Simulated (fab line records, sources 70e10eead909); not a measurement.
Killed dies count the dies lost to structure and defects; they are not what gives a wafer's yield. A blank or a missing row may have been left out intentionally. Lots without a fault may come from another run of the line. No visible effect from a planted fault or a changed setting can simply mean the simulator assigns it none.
Chamber matching || flow nand_harc || rie_diel-06 running NHARC_A_SGD_CUT_DESCUM_14: 4 sister chambers
The step chemistry O2, time 3 s. 18 wafers are shown with their chamber, then 9 later ones without.

## WAFERS PAIRED WITH THEIR CHAMBERS
{"wafer": "L077.2", "chamber": 1, "drypump_motor_current_A (A)": 4.8, "showerhead_plenum_p_Torr (Torr)": 2.02, "oes_product_au (a.u.)": 1.007}
{"wafer": "L077.3", "chamber": 3, "drypump_motor_current_A (A)": 6.4, "showerhead_plenum_p_Torr (Torr)": 1.91, "oes_product_au (a.u.)": 0.995}
{"wafer": "L077.6", "chamber": 2, "drypump_motor_current_A (A)": 5.7, "showerhead_plenum_p_Torr (Torr)": 1.89, "oes_product_au (a.u.)": 0.997}
{"wafer": "L079.1", "chamber": 0, "drypump_motor_current_A (A)": 5.1, "showerhead_plenum_p_Torr (Torr)": 2.05, "oes_product_au (a.u.)": 1.002}
{"wafer": "L079.5", "chamber": 0, "drypump_motor_current_A (A)": 5.1, "showerhead_plenum_p_Torr (Torr)": 2.05, "oes_product_au (a.u.)": 1.006}
{"wafer": "L079.6", "chamber": 3, "drypump_motor_current_A (A)": 6.4, "showerhead_plenum_p_Torr (Torr)": 1.91, "oes_product_au (a.u.)": 0.993}
{"wafer": "L080.4", "chamber": 3, "drypump_motor_current_A (A)": 6.4, "showerhead_plenum_p_Torr (Torr)": 1.91, "oes_product_au (a.u.)": 0.995}
{"wafer": "L080.5", "chamber": 3, "drypump_motor_current_A (A)": 6.5, "showerhead_plenum_p_Torr (Torr)": 1.91, "oes_product_au (a.u.)": 0.994}
{"wafer": "L080.6", "chamber": 2, "drypump_motor_current_A (A)": 5.7, "showerhead_plenum_p_Torr (Torr)": 1.89, "oes_product_au (a.u.)": 0.994}
{"wafer": "L084.3", "chamber": 3, "drypump_motor_current_A (A)": 6.4, "showerhead_plenum_p_Torr (Torr)": 1.91, "oes_product_au (a.u.)": 0.990}
{"wafer": "L084.4", "chamber": 1, "drypump_motor_current_A (A)": 4.8, "showerhead_plenum_p_Torr (Torr)": 2.02, "oes_product_au (a.u.)": 0.993}
{"wafer": "L084.6", "chamber": 0, "drypump_motor_current_A (A)": 5.1, "showerhead_plenum_p_Torr (Torr)": 2.05, "oes_product_au (a.u.)": 0.994}
{"wafer": "L083.1", "chamber": 1, "drypump_motor_current_A (A)": 4.8, "showerhead_plenum_p_Torr (Torr)": 2.02, "oes_product_au (a.u.)": 1.001}
{"wafer": "L083.2", "chamber": 2, "drypump_motor_current_A (A)": 5.7, "showerhead_plenum_p_Torr (Torr)": 1.89, "oes_product_au (a.u.)": 0.998}
{"wafer": "L083.6", "chamber": 2, "drypump_motor_current_A (A)": 5.7, "showerhead_plenum_p_Torr (Torr)": 1.89, "oes_product_au (a.u.)": 1.000}
{"wafer": "L087.4", "chamber": 0, "drypump_motor_current_A (A)": 5.1, "showerhead_plenum_p_Torr (Torr)": 2.04, "oes_product_au (a.u.)": 0.996}
{"wafer": "L087.5", "chamber": 3, "drypump_motor_current_A (A)": 6.4, "showerhead_plenum_p_Torr (Torr)": 1.91, "oes_product_au (a.u.)": 0.991}
{"wafer": "L087.6", "chamber": 0, "drypump_motor_current_A (A)": 5.1, "showerhead_plenum_p_Torr (Torr)": 2.04, "oes_product_au (a.u.)": 0.994}

SIGNATURES, as means of the wafers listed above
{"reading": "drypump_motor_current_A", "chamber 0": 5.100, "chamber 1": 4.800, "chamber 2": 5.700, "chamber 3": 6.417, "scatter within a chamber": 0.0244}
{"reading": "showerhead_plenum_p_Torr", "chamber 0": 2.0460, "chamber 1": 2.0200, "chamber 2": 1.8900, "chamber 3": 1.9100, "scatter within a chamber": 0.00293}
{"reading": "oes_product_au", "chamber 0": 0.99840, "chamber 1": 1.00033, "chamber 2": 0.99725, "chamber 3": 0.99300, "scatter within a chamber": 0.00426}
Rule: for each reading, subtract the chamber's mean from the wafer's reading, divide by that reading's scatter and square the result; add these up over the readings and take the root, which gives the wafer's distance from the chamber. If the next closest chamber is less than 2 further off than the closest, the wafer can't be placed; otherwise it belongs to the closest. The scatter: take each reading less its chamber's mean, square it, sum over the shown wafers, divide by the number of wafers less the number of chambers, and take the root.

## WAFERS MISSING THEIR CHAMBER
{"wafer": "L091.4", "drypump_motor_current_A (A)": 5.1, "showerhead_plenum_p_Torr (Torr)": 2.04, "oes_product_au (a.u.)": 0.999}
{"wafer": "L091.5", "drypump_motor_current_A (A)": 4.8, "showerhead_plenum_p_Torr (Torr)": 2.02, "oes_product_au (a.u.)": 1.006}
{"wafer": "L091.6", "drypump_motor_current_A (A)": 5.7, "showerhead_plenum_p_Torr (Torr)": 1.89, "oes_product_au (a.u.)": 1.002}
{"wafer": "L092.3", "drypump_motor_current_A (A)": 4.8, "showerhead_plenum_p_Torr (Torr)": 2.02, "oes_product_au (a.u.)": 0.994}
{"wafer": "L092.4", "drypump_motor_current_A (A)": 5.7, "showerhead_plenum_p_Torr (Torr)": 1.89, "oes_product_au (a.u.)": 1.000}
{"wafer": "L092.6", "drypump_motor_current_A (A)": 5.7, "showerhead_plenum_p_Torr (Torr)": 1.89, "oes_product_au (a.u.)": 0.997}
{"wafer": "L097.1", "drypump_motor_current_A (A)": 4.8, "showerhead_plenum_p_Torr (Torr)": 2.02, "oes_product_au (a.u.)": 1.018}
{"wafer": "L097.3", "drypump_motor_current_A (A)": 6.4, "showerhead_plenum_p_Torr (Torr)": 1.91, "oes_product_au (a.u.)": 0.999}
{"wafer": "L097.6", "drypump_motor_current_A (A)": 5.1, "showerhead_plenum_p_Torr (Torr)": 2.04, "oes_product_au (a.u.)": 1.009}

## CHAMBER TAKEN BY EACH
{"wafer": "L091.4", "from the rows above": 0, "in truth": 0}
{"wafer": "L091.5", "from the rows above": 1, "in truth": 1}
{"wafer": "L091.6", "from the rows above": 2, "in truth": 2}
{"wafer": "L092.3", "from the rows above": 1, "in truth": 1}
{"wafer": "L092.4", "from the rows above": 2, "in truth": 2}
{"wafer": "L092.6", "from the rows above": 2, "in truth": 2}
{"wafer": "L097.1", "from the rows above": 1, "in truth": 1}
{"wafer": "L097.3", "from the rows above": 3, "in truth": 3}
{"wafer": "L097.6", "from the rows above": 0, "in truth": 0}
Correctly placed: 9 of 9. Not placeable from these rows: 0. Wrongly placed: 0.
